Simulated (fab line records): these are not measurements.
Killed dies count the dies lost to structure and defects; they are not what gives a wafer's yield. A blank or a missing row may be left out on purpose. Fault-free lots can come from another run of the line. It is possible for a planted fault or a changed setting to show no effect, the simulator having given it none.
Matching of chambers + flow n5Finfet + rieDiel-06 running N5_STI_FIN_REVEAL_ETCHBACK_08: 4 sister chambers
The step etches SiO2 in C4F6/O2, target depth 30.5 nm, time 10.167 s. 8 wafers are shown with their chamber, then 9 later ones without.

== WAFERS WITH THEIR CHAMBER ==
| wafer  | chamber | rfVppV (V) | drypumpMotorCurrentA (A) |
|--------|---------|------------|--------------------------|
| L084.6 | 3       | 657        | 5.3                      |
| L085.2 | 3       | 658        | 5.3                      |
| L086.1 | 0       | 630        | 5.5                      |
| L086.5 | 1       | 680        | 4.9                      |
| L086.6 | 2       | 663        | 5.5                      |
| L088.1 | 2       | 663        | 5.5                      |
| L088.3 | 1       | 679        | 4.9                      |
| L088.5 | 0       | 631        | 5.6                      |

== WAFERS WITHOUT THEIR CHAMBER ==
| wafer  | rfVppV (V) | drypumpMotorCurrentA (A) |
|--------|------------|--------------------------|
| L092.1 | 680        | 4.9                      |
| L092.2 | 659        | 5.3                      |
| L092.3 | 664        | 5.5                      |
| L096.2 | 664        | 5.5                      |
| L096.3 | 641        | 5.5                      |
| L096.6 | 641        | 5.5                      |
| L097.1 | 664        | 5.5                      |
| L097.5 | 658        | 5.3                      |
| L097.6 | 642        | 5.5                      |

== EACH ONE'S CHAMBER ==
| wafer  | from the rows above | in truth |
|--------|---------------------|----------|
| L092.1 | 1                   | 1        |
| L092.2 | 3                   | 3        |
| L092.3 | 2                   | 2        |
| L096.2 | 2                   | 2        |
| L096.3 | 0                   | 0        |
| L096.6 | 0                   | 0        |
| L097.1 | 2                   | 2        |
| L097.5 | 3                   | 3        |
| L097.6 | 0                   | 0        |
Correctly placed: 9 of 9. Can't be placed from these rows: 0. Placed wrongly: 0.
How it was worked out, from the rows above alone: a wafer's distance from a chamber is the root of the sum, over the readings, of the square of ((its reading less the chamber's mean) divided by the reading's scatter). The wafer belongs to the nearest chamber; if the next one is less than 2 further off, it can't be placed. The mean given for a chamber averages the wafers shown for that chamber. The scatter: the root of (the sum of the squares of (reading less its chamber's mean) over the shown wafers, divided by (wafers less chambers)).
